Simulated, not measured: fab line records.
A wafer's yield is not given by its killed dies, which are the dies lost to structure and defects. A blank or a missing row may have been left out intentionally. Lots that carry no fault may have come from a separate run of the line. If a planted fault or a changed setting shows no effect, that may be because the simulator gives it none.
The tool behind it: which one? :: flow nandHarc :: Sampling: 23 lots, 69 wafers, 3 of 1302 route steps

== WHAT THE GAUGES SHOWED, per wafer ==
NHARC_A_CONTACT_OVL_MEAS_43. Usual: overlayXNm 0.0 nm, standard deviation 0.87; overlayYNm 0.0 nm, standard deviation 0.86.
lot: L075
measured: day 21 03:32
on: overlay-02
overlayXNm (nm): -0.7 -0.5 -0.3
overlayYNm (nm): 0.6 0.2 0.0
flag: 

lot: L074
measured: day 21 22:41
on: overlay-01
overlayXNm (nm): 0.7 0.3 0.8
overlayYNm (nm): -0.7 -1.0 -0.8
flag: 

lot: L076
measured: day 22 03:45
on: overlay-02
overlayXNm (nm): 1.5 0.9 1.3
overlayYNm (nm): -1.5 -1.5 -1.8
flag: 

lot: L077
measured: day 22 12:02
on: overlay-02
overlayXNm (nm): 1.0 0.8 0.5
overlayYNm (nm): 0.8 0.7 0.6
flag: 

lot: L078
measured: day 23 01:15
on: overlay-01
overlayXNm (nm): -1.8 -1.7 -1.8
overlayYNm (nm): -1.6 -1.6 -2.2
flag: 

lot: L079
measured: day 23 02:14
on: overlay-01
overlayXNm (nm): 0.0 1.3 0.0
overlayYNm (nm): 0.8 0.5 0.6
flag: 

lot: L082
measured: day 24 11:48
on: overlay-01
overlayXNm (nm): -0.2 0.0 0.1
overlayYNm (nm): -1.0 -0.5 -0.6
flag: 

lot: L080
measured: day 24 15:49
on: overlay-02
overlayXNm (nm): 0.4 0.0 0.0
overlayYNm (nm): 0.1 0.4 -0.5
flag: 

lot: L083
measured: day 24 21:01
on: overlay-02
overlayXNm (nm): 1.1 1.3 0.5
overlayYNm (nm): 0.7 -0.1 0.2
flag: 

lot: L084
measured: day 26 06:14
on: overlay-02
overlayXNm (nm): 1.2 0.9 1.4
overlayYNm (nm): -0.3 0.3 -0.7
flag: 

lot: L087
measured: day 26 20:07
on: overlay-01
overlayXNm (nm): 0.9 1.1 1.6
overlayYNm (nm): -0.2 -0.1 -0.2
flag: 

lot: L085
measured: day 26 17:43
on: overlay-02
overlayXNm (nm): 0.1 0.4 0.0
overlayYNm (nm): -1.3 -0.8 -0.5
flag: 

lot: L086
measured: day 26 15:52
on: overlay-02
overlayXNm (nm): 0.9 0.4 0.7
overlayYNm (nm): -0.6 -0.4 -0.9
flag: 

lot: L089
measured: day 27 08:35
on: overlay-02
overlayXNm (nm): -0.2 0.4 0.0
overlayYNm (nm): -0.4 -0.9 -0.3
flag: 

lot: L088
measured: day 27 13:02
on: overlay-01
overlayXNm (nm): 1.0 1.2 0.8
overlayYNm (nm): 0.9 0.6 1.1
flag: 

lot: L092
measured: day 27 23:58
on: overlay-01
overlayXNm (nm): -1.7 -2.1 -2.1
overlayYNm (nm): 1.5 1.4 1.2
flag: 

lot: L090
measured: day 28 04:09
on: overlay-02
overlayXNm (nm): 0.0 0.1 -0.9
overlayYNm (nm): 0.7 0.3 0.8
flag: 

lot: L091
measured: day 28 09:51
on: overlay-02
overlayXNm (nm): 0.0 -0.1 -0.8
overlayYNm (nm): 0.0 0.0 -0.1
flag: 

lot: L093
measured: day 29 19:24
on: overlay-01
overlayXNm (nm): -0.7 -0.2 -0.4
overlayYNm (nm): -0.5 -0.5 -0.2
flag: 

lot: L095
measured: day 30 00:07
on: overlay-01
overlayXNm (nm): 0.7 0.2 0.0
overlayYNm (nm): 0.4 0.9 0.5
flag: 

lot: L094
measured: day 30 05:00
on: overlay-02
overlayXNm (nm): -1.5 -1.4 -0.7
overlayYNm (nm): 1.0 1.0 1.3
flag: 

lot: L097
measured: day 30 04:24
on: overlay-02
overlayXNm (nm): -0.3 -0.3 0.1
overlayYNm (nm): 0.6 0.2 0.9
flag: 

lot: L096
measured: day 30 23:07
on: overlay-02
overlayXNm (nm): -0.4 0.2 -0.1
overlayYNm (nm): 1.3 1.4 1.4
flag: 

== EACH LOT AND THE TOOL THAT RAN IT (in order: tool; ch and the chambers of the sampled wafers; start) ==
lot: L075
NHARC_A_WL_FILL_STRIP_29: rieDiel-11 ch 0,1,3, day 20 15:11
NHARC_A_CONTACT_DEP_29: pecvd-03 ch 0,1,2, day 21 02:52

lot: L074
NHARC_A_WL_FILL_STRIP_29: rieDiel-11 ch 0,1, day 21 05:35
NHARC_A_CONTACT_DEP_29: pecvd-04 ch 1,2, day 21 22:00

lot: L076
NHARC_A_WL_FILL_STRIP_29: rieDiel-02 ch 1,2, day 21 15:45
NHARC_A_CONTACT_DEP_29: pecvd-03 ch 0,1,2, day 22 03:07

lot: L077
NHARC_A_WL_FILL_STRIP_29: rieDiel-08 ch 0,1, day 21 23:55
NHARC_A_CONTACT_DEP_29: pecvd-01 ch 0,2, day 22 11:13

lot: L078
NHARC_A_WL_FILL_STRIP_29: rieDiel-11 ch 0,2,3, day 22 08:57
NHARC_A_CONTACT_DEP_29: pecvd-04 ch 0,1,2, day 23 00:28

lot: L079
NHARC_A_WL_FILL_STRIP_29: rieDiel-08 ch 1,2, day 22 09:00
NHARC_A_CONTACT_DEP_29: pecvd-01 ch 0,1,2, day 23 01:25

lot: L082
NHARC_A_WL_FILL_STRIP_29: rieDiel-11 ch 1,2,3, day 23 21:04
NHARC_A_CONTACT_DEP_29: pecvd-01 ch 0,1, day 24 11:02

lot: L080
NHARC_A_WL_FILL_STRIP_29: rieDiel-11 ch 0,2,3, day 24 02:05
NHARC_A_CONTACT_DEP_29: pecvd-03 ch 0,2, day 24 15:07

lot: L083
NHARC_A_WL_FILL_STRIP_29: rieDiel-08 ch 0,1, day 24 08:43
NHARC_A_CONTACT_DEP_29: pecvd-04 ch 0,1, day 24 20:14

lot: L084
NHARC_A_WL_FILL_STRIP_29: rieDiel-08 ch 0,1, day 25 18:13
NHARC_A_CONTACT_DEP_29: pecvd-03 ch 0,1,2, day 26 05:38

lot: L087
NHARC_A_WL_FILL_STRIP_29: rieDiel-11 ch 0,1,3, day 26 03:49
NHARC_A_CONTACT_DEP_29: pecvd-04 ch 0,1, day 26 19:18

lot: L085
NHARC_A_WL_FILL_STRIP_29: rieDiel-08 ch 0,1,3, day 26 03:50
NHARC_A_CONTACT_DEP_29: pecvd-01 ch 0,1,2, day 26 16:56

lot: L086
NHARC_A_WL_FILL_STRIP_29: rieDiel-11 ch 1,3, day 26 03:51
NHARC_A_CONTACT_DEP_29: pecvd-04 ch 1,2, day 26 15:04

lot: L089
NHARC_A_WL_FILL_STRIP_29: rieDiel-08 ch 2,3, day 26 18:32
NHARC_A_CONTACT_DEP_29: pecvd-01 ch 0,1,2, day 27 07:53

lot: L088
NHARC_A_WL_FILL_STRIP_29: rieDiel-11 ch 0,1, day 26 22:07
NHARC_A_CONTACT_DEP_29: pecvd-01 ch 0,1,2, day 27 12:19

lot: L092
NHARC_A_WL_FILL_STRIP_29: rieDiel-11 ch 0,3, day 27 11:38
NHARC_A_CONTACT_DEP_29: pecvd-01 ch 0,1, day 27 23:10

lot: L090
NHARC_A_WL_FILL_STRIP_29: rieDiel-02 ch 0,2, day 27 14:17
NHARC_A_CONTACT_DEP_29: pecvd-03 ch 0,1,2, day 28 03:20

lot: L091
NHARC_A_WL_FILL_STRIP_29: rieDiel-08 ch 0,1,3, day 27 21:50
NHARC_A_CONTACT_DEP_29: pecvd-01 ch 0,1,2, day 28 09:10

lot: L093
NHARC_A_WL_FILL_STRIP_29: rieDiel-08 ch 0,2,3, day 29 07:05
NHARC_A_CONTACT_DEP_29: pecvd-04 ch 0,2, day 29 18:37

lot: L095
NHARC_A_WL_FILL_STRIP_29: rieDiel-08 ch 0,3, day 29 11:45
NHARC_A_CONTACT_DEP_29: pecvd-03 ch 1,2, day 29 23:20

lot: L094
NHARC_A_WL_FILL_STRIP_29: rieDiel-08 ch 0,1,2, day 29 15:39
NHARC_A_CONTACT_DEP_29: pecvd-04 ch 0,1,2, day 30 04:20

lot: L097
NHARC_A_WL_FILL_STRIP_29: rieDiel-11 ch 1,3, day 29 15:40
NHARC_A_CONTACT_DEP_29: pecvd-01 ch 0,1,2, day 30 03:38

lot: L096
NHARC_A_WL_FILL_STRIP_29: rieDiel-11 ch 1,3, day 30 06:43
NHARC_A_CONTACT_DEP_29: pecvd-01 ch 0,1,2, day 30 22:19
- NHARC_A_WL_FILL_STRIP_29: strips in O2, time 20 s.
- NHARC_A_CONTACT_DEP_29: deposits SiON, target thk 100 nm.

== WHAT THE TOOLS THEMSELVES READ (means of the sampled wafers that have a number; where no wafer has one, the mark that the record gives instead) ==
NHARC_A_WL_FILL_STRIP_29. Usual: chamberPressureMTorr 60.00 mTorr, standard deviation 0.052; drypumpMotorCurrentA 5.6 A, standard deviation 0.5; oesProductAu 1.002 a.u., standard deviation 0.01; rfVppV 57.8 V, standard deviation 1; showerheadPlenumPTorr 3.53 Torr, standard deviation 0.17; throttleValvePct 17.037 %, standard deviation 0.0092.
lot: L075
tool: rieDiel-11
chamberPressureMTorr (mTorr): 59.98
drypumpMotorCurrentA (A): 5.2
oesProductAu (a.u.): 1.007
rfVppV (V): 57.2
showerheadPlenumPTorr (Torr): 3.40
throttleValvePct (%): 17.034
flag: 

lot: L074
tool: rieDiel-11
chamberPressureMTorr (mTorr): 60.00
drypumpMotorCurrentA (A): 5.5
oesProductAu (a.u.): 1.008
rfVppV (V): 58.9
showerheadPlenumPTorr (Torr): 3.44
throttleValvePct (%): 17.037
flag: 

lot: L076
tool: rieDiel-02
chamberPressureMTorr (mTorr): 60.03
drypumpMotorCurrentA (A): 5.9
oesProductAu (a.u.): 1.003
rfVppV (V): 57.9
showerheadPlenumPTorr (Torr): 3.71
throttleValvePct (%): 17.030
flag: 

lot: L077
tool: rieDiel-08
chamberPressureMTorr (mTorr): 59.99
drypumpMotorCurrentA (A): 5.4
oesProductAu (a.u.): 1.003
rfVppV (V): 58.3
showerheadPlenumPTorr (Torr): 3.43
throttleValvePct (%): 17.044
flag: 

lot: L078
tool: rieDiel-11
chamberPressureMTorr (mTorr): 59.98
drypumpMotorCurrentA (A): 5.6
oesProductAu (a.u.): 1.004
rfVppV (V): 58.0
showerheadPlenumPTorr (Torr): 3.48
throttleValvePct (%): 17.033
flag: 

lot: L079
tool: rieDiel-08
chamberPressureMTorr (mTorr): 60.04
drypumpMotorCurrentA (A): 5.9
oesProductAu (a.u.): 0.998
rfVppV (V): 57.3
showerheadPlenumPTorr (Torr): 3.64
throttleValvePct (%): 17.041
flag: 

lot: L082
tool: rieDiel-11
chamberPressureMTorr (mTorr): 60.03
drypumpMotorCurrentA (A): 5.8
oesProductAu (a.u.): 1.009
rfVppV (V): 57.7
showerheadPlenumPTorr (Torr): 3.49
throttleValvePct (%): 17.042
flag: 

lot: L080
tool: rieDiel-11
chamberPressureMTorr (mTorr): 59.95
drypumpMotorCurrentA (A): 5.6
oesProductAu (a.u.): 0.998
rfVppV (V): 57.6
showerheadPlenumPTorr (Torr): 3.48
throttleValvePct (%): 17.033
flag: 

lot: L083
tool: rieDiel-08
chamberPressureMTorr (mTorr): 60.05
drypumpMotorCurrentA (A): 5.5
oesProductAu (a.u.): 1.007
rfVppV (V): 57.5
showerheadPlenumPTorr (Torr): 3.38
throttleValvePct (%): 17.038
flag: 

lot: L084
tool: rieDiel-08
chamberPressureMTorr (mTorr): 60.01
drypumpMotorCurrentA (A): 5.4
oesProductAu (a.u.): 1.010
rfVppV (V): 58.1
showerheadPlenumPTorr (Torr): 3.43
throttleValvePct (%): 17.037
flag: 

lot: L087
tool: rieDiel-11
chamberPressureMTorr (mTorr): 60.00
drypumpMotorCurrentA (A): 5.3
oesProductAu (a.u.): 1.008
rfVppV (V): 57.9
showerheadPlenumPTorr (Torr): 3.40
throttleValvePct (%): 17.037
flag: 

lot: L085
tool: rieDiel-08
chamberPressureMTorr (mTorr): 60.03
drypumpMotorCurrentA (A): 5.6
oesProductAu (a.u.): 1.000
rfVppV (V): 57.6
showerheadPlenumPTorr (Torr): 3.52
throttleValvePct (%): 17.031
flag: 

lot: L086
tool: rieDiel-11
chamberPressureMTorr (mTorr): 60.01
drypumpMotorCurrentA (A): 5.5
oesProductAu (a.u.): 1.002
rfVppV (V): 57.1
showerheadPlenumPTorr (Torr): 3.41
throttleValvePct (%): 17.034
flag: 

lot: L089
tool: rieDiel-08
chamberPressureMTorr (mTorr): 59.98
drypumpMotorCurrentA (A): 6.0
oesProductAu (a.u.): 0.996
rfVppV (V): 58.5
showerheadPlenumPTorr (Torr): 3.76
throttleValvePct (%): 17.036
flag: 

lot: L088
tool: rieDiel-11
chamberPressureMTorr (mTorr): 60.03
drypumpMotorCurrentA (A): 5.3
oesProductAu (a.u.): 1.004
rfVppV (V): 57.3
showerheadPlenumPTorr (Torr): 3.43
throttleValvePct (%): 17.030
flag: 

lot: L092
tool: rieDiel-11
chamberPressureMTorr (mTorr): 60.00
drypumpMotorCurrentA (A): 5.1
oesProductAu (a.u.): 0.998
rfVppV (V): 57.9
showerheadPlenumPTorr (Torr): 3.36
throttleValvePct (%): 17.031
flag: 

lot: L090
tool: rieDiel-02
chamberPressureMTorr (mTorr): 59.99
drypumpMotorCurrentA (A): 5.6
oesProductAu (a.u.): 0.984
rfVppV (V): 57.7
showerheadPlenumPTorr (Torr): 3.42
throttleValvePct (%): 17.040
flag: 

lot: L091
tool: rieDiel-08
chamberPressureMTorr (mTorr): 60.00
drypumpMotorCurrentA (A): 5.6
oesProductAu (a.u.): 1.005
rfVppV (V): 58.7
showerheadPlenumPTorr (Torr): 3.51
throttleValvePct (%): 17.041
flag: 

lot: L093
tool: rieDiel-08
chamberPressureMTorr (mTorr): 60.03
drypumpMotorCurrentA (A): 5.8
oesProductAu (a.u.): 0.996
rfVppV (V): 57.8
showerheadPlenumPTorr (Torr): 3.66
throttleValvePct (%): 17.045
flag: 

lot: L095
tool: rieDiel-08
chamberPressureMTorr (mTorr): 59.97
drypumpMotorCurrentA (A): 5.7
oesProductAu (a.u.): 0.998
rfVppV (V): 57.7
showerheadPlenumPTorr (Torr): 3.65
throttleValvePct (%): 17.027
flag: 

lot: L094
tool: rieDiel-08
chamberPressureMTorr (mTorr): 59.94
drypumpMotorCurrentA (A): 5.7
oesProductAu (a.u.): 1.001
rfVppV (V): 57.5
showerheadPlenumPTorr (Torr): 3.53
throttleValvePct (%): 17.041
flag: 

lot: L097
tool: rieDiel-11
chamberPressureMTorr (mTorr): 59.95
drypumpMotorCurrentA (A): 5.3
oesProductAu (a.u.): 0.997
rfVppV (V): 57.6
showerheadPlenumPTorr (Torr): 3.37
throttleValvePct (%): 17.040
flag: 

lot: L096
tool: rieDiel-11
chamberPressureMTorr (mTorr): 59.96
drypumpMotorCurrentA (A): 5.3
oesProductAu (a.u.): 0.998
rfVppV (V): 57.5
showerheadPlenumPTorr (Torr): 3.37
throttleValvePct (%): 17.037
flag: 

NHARC_A_CONTACT_DEP_29. Usual: heaterPowerOuterW 457 W, standard deviation 62; heaterPowerW 756 W, standard deviation 87.
lot: L075
tool: pecvd-03
heaterPowerOuterW (W): 425
heaterPowerW (W): 694
flag: 

lot: L074
tool: pecvd-04
heaterPowerOuterW (W): 454
heaterPowerW (W): 761
flag: 

lot: L076
tool: pecvd-03
heaterPowerOuterW (W): 444
heaterPowerW (W): 736
flag: 

lot: L077
tool: pecvd-01
heaterPowerOuterW (W): 512
heaterPowerW (W): 838
flag: 

lot: L078
tool: pecvd-04
heaterPowerOuterW (W): 440
heaterPowerW (W): 737
flag: 

lot: L079
tool: pecvd-01
heaterPowerOuterW (W): 468
heaterPowerW (W): 771
flag: 

lot: L082
tool: pecvd-01
heaterPowerOuterW (W): 424
heaterPowerW (W): 721
flag: 

lot: L080
tool: pecvd-03
heaterPowerOuterW (W): 428
heaterPowerW (W): 680
flag: 

lot: L083
tool: pecvd-04
heaterPowerOuterW (W): 462
heaterPowerW (W): 790
flag: 

lot: L084
tool: pecvd-03
heaterPowerOuterW (W): 443
heaterPowerW (W): 737
flag: 

lot: L087
tool: pecvd-04
heaterPowerOuterW (W): 418
heaterPowerW (W): 713
flag: 

lot: L085
tool: pecvd-01
heaterPowerOuterW (W): 517
heaterPowerW (W): 829
flag: 

lot: L086
tool: pecvd-04
heaterPowerOuterW (W): 417
heaterPowerW (W): 710
flag: 

lot: L089
tool: pecvd-01
heaterPowerOuterW (W): 491
heaterPowerW (W): 803
flag: 

lot: L088
tool: pecvd-01
heaterPowerOuterW (W): 512
heaterPowerW (W): 830
flag: 

lot: L092
tool: pecvd-01
heaterPowerOuterW (W): 431
heaterPowerW (W): 715
flag: 

lot: L090
tool: pecvd-03
heaterPowerOuterW (W): 443
heaterPowerW (W): 721
flag: 

lot: L091
tool: pecvd-01
heaterPowerOuterW (W): 455
heaterPowerW (W): 738
flag: 

lot: L093
tool: pecvd-04
heaterPowerOuterW (W): 411
heaterPowerW (W): 694
flag: 

lot: L095
tool: pecvd-03
heaterPowerOuterW (W): 404
heaterPowerW (W): 673
flag: 

lot: L094
tool: pecvd-04
heaterPowerOuterW (W): 416
heaterPowerW (W): 735
flag: 

lot: L097
tool: pecvd-01
heaterPowerOuterW (W): 501
heaterPowerW (W): 833
flag: 

lot: L096
tool: pecvd-01
heaterPowerOuterW (W): 526
heaterPowerW (W): 845
flag: 

== THE ANSWER, worked out from the rows above alone ==
Rule: a lot counts as off when the mean over its wafers that have a number is more than 3 standard deviations away from the usual mean. A lot without any number at a reading at which 4 lots or more have one is off too. Where the step has rows for the other lots, those lots are counted as sound. First the gauges in route order, then the tools' own readings, where a lot's mean is used as printed above. At the first step where some lot is off, the reading lying furthest off is the one used; lots without a number count as furthest.
None of the lots is off at any reading shown; this tells nothing.

== WHAT WAS PUT IN BY THE SIMULATOR ==
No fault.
